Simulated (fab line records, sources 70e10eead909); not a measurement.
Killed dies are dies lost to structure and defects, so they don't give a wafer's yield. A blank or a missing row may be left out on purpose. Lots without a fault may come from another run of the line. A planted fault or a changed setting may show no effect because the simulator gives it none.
Chamber matching | flow nand_harc | NHARC_THIN_TSV_DESCUM_14 on rie_diel-06: 4 sister chambers
The step chemistry O2, time 3 s. 4 wafers are shown with their chamber, then 7 later ones without.

WAFERS WITH THEIR CHAMBER
wafer  | chamber | drypump_motor_current_A (A)
L566.1 | 3       | 5.5
L566.2 | 2       | 6.3
L573.3 | 1       | 5.7
L573.4 | 0       | 4.8

WAFERS WITHOUT THEIR CHAMBER
wafer  | drypump_motor_current_A (A)
L573.6 | 4.7
L575.2 | 4.7
L575.4 | 5.7
L575.5 | 5.7
L577.2 | 4.7
L577.3 | 5.5
L577.5 | 5.5

WHICH CHAMBER EACH WENT THROUGH
wafer  | from the rows above | in truth
L573.6 | 0                   | 0
L575.2 | 0                   | 0
L575.4 | 1                   | 1
L575.5 | 1                   | 1
L577.2 | 0                   | 0
L577.3 | 3                   | 3
L577.5 | 3                   | 3
Placed correctly: 7 of 7. Can't be placed from these rows: 0. Placed wrongly: 0.
How it was worked out, from the rows above alone: a wafer's distance from a chamber is the root of the sum, over the readings, of the square of ((its reading less the chamber's mean) divided by the reading's scatter). The wafer belongs to the nearest chamber; if the next one is less than 2 further off, it can't be placed. A chamber's mean is the mean of its shown wafers. The scatter: with one shown wafer a chamber, the root of the mean of the squares of how far each hidden wafer lies from its nearest shown one.
